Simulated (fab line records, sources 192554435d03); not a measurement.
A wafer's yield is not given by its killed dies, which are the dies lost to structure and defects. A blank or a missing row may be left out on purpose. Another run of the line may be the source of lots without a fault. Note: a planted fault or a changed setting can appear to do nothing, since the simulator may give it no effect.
Split-lot experiment + flow n5_finfet + 21 wafers read across 7 lots, on a route 1938 steps long

## SPLIT DETAILS
At N5_BEOL_M9_ETCH_62 (etches SOC in N2/H2, target depth 110 nm, overetch 22 nm, time 165 s), the setting time_s was moved away from the recipe's 165 s on 7 of the 21 wafers read, by -6.0% to +17.2%. For the rest of the wafers, this setting stayed at what the recipe calls for.

## FROM THE SPLIT TO THE READING: what the file shows between them, 2 steps
- N5_BEOL_M9_STRIP_68: strips in N2/H2
- N5_BEOL_M9_STRIP_67: strips in CF4

## THE READING
etch.depth_nm (the simulator's own value, which no gauge read), in nm, at N5_BEOL_M9_HM_OPEN_17 (chemistry Cl2/BCl3, target TiN, target depth 20 nm, overetch 6 nm). No usual value for it is given in the file. Average 20.06 nm, standard deviation 0.23 nm, over the 14 wafers here run with the recipe.

| wafer  | tool, chamber at the split | time_s as run, s | against the recipe | etch.depth_nm, nm | against lot-mates on the recipe |
|--------|----------------------------|------------------|--------------------|-------------------|---------------------------------|
| L075.1 | rie_diel-06, 3             | 165              | recipe             | 20.19             | -                               |
| L075.2 | rie_diel-06, 2,1           | 165              | recipe             | 20.05             | -                               |
| L075.3 | rie_diel-06, 2,1           | 165              | recipe             | 20.2              | -                               |
| L074.1 | rie_diel-02, 2             | 165              | recipe             | 19.61             | -                               |
| L074.2 | rie_diel-02, 0             | 193.4            | +17.2%             | 16.89             | -2.72                           |
| L074.5 | rie_diel-02, 2             | 193.4            | +17.2%             | 16.77             | -2.84                           |
| L077.1 | rie_diel-06, 3,0,0         | 165              | recipe             | 20.27             | -                               |
| L077.3 | rie_diel-06, 3,0,0         | 165              | recipe             | 19.99             | -                               |
| L077.5 | rie_diel-06, 3,0,0         | 165              | recipe             | 20.18             | -                               |
| L080.1 | rie_diel-04, 0             | 155.1            | -6.0%              | 20.54             | +0.13                           |
| L080.2 | rie_diel-04, 1             | 165              | recipe             | 20.39             | -                               |
| L080.6 | rie_diel-04, 1             | 165              | recipe             | 20.42             | -                               |
| L088.1 | rie_diel-02, 2             | 165              | recipe             | 19.86             | -                               |
| L088.2 | rie_diel-02, 1             | 165              | recipe             | 19.68             | -                               |
| L088.4 | rie_diel-02, 1             | 181.4            | +9.9%              | 18.3              | -1.47                           |
| L092.1 | rie_diel-04, 1             | 165              | recipe             | 20.01             | -                               |
| L092.2 | rie_diel-04, 3             | 165              | recipe             | 20.12             | -                               |
| L092.3 | rie_diel-04, 0             | 181.2            | +9.8%              | 18.51             | -1.55                           |
| L093.1 | rie_diel-06, 3             | 188.6            | +14.3%             | 17.64             | -2.29                           |
| L093.2 | rie_diel-06, 1             | 165              | recipe             | 19.93             | -                               |
| L093.5 | rie_diel-06, 1             | 188.6            | +14.3%             | 17.43             | -2.50                           |
Where a row lists several chambers, the file gives one row for several wafers and doesn't say which wafer went through which chamber.

THE FIT
A straight line over all 21 wafers: etch.depth_nm changes by -0.175 nm for each +1% of time_s; r = -0.98; the points scatter about the line by 0.25 nm.
The same after taking each lot's own level away (the mean of its wafers on the recipe; 21 wafers): -0.154 nm for each +1%; r = -0.98; scatter 0.2 nm.
The reading moves by 2.6 nm for the largest change in time_s, on that fit.
From 19.610 to 20.405 nm: that is the span of the lots' own levels, equal to 3.4 times the standard deviation above.
In other words, the slope is changed by the lot-to-lot level; the two fits disagree.
Check: for one of the wafers moved furthest among these (+17.2%), held out of the fit, the line's prediction against its lot-mates is -2.71 nm. It came out at -2.72 nm against them.

## THE WHOLE CHAIN: every reading that the file lists as answering this split, in the file's order
| step                  | what it does                                                         | reading                                                                          | change (the file's fit)                | r (the file's) |
|-----------------------|----------------------------------------------------------------------|----------------------------------------------------------------------------------|----------------------------------------|----------------|
| N5_BEOL_M9_ETCH_62    | etches SOC in N2/H2, target depth 110 nm, overetch 22 nm, time 165 s | SiARC_of_BEOL_M9_COAT_60.thk_nm (the simulator's own value, which no gauge read) | -0.0692 nm for each +1% of the setting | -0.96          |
| N5_BEOL_M9_HM_OPEN_17 | chemistry Cl2/BCl3, target TiN, target depth 20 nm, overetch 6 nm    | etch.depth_nm (the simulator's own value, which no gauge read)                   | -0.154 nm for each +1% of the setting  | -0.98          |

## THE FILE'S OWN FIT
etch.depth_nm changes by -0.154 nm for each +1% of time_s, r = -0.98.
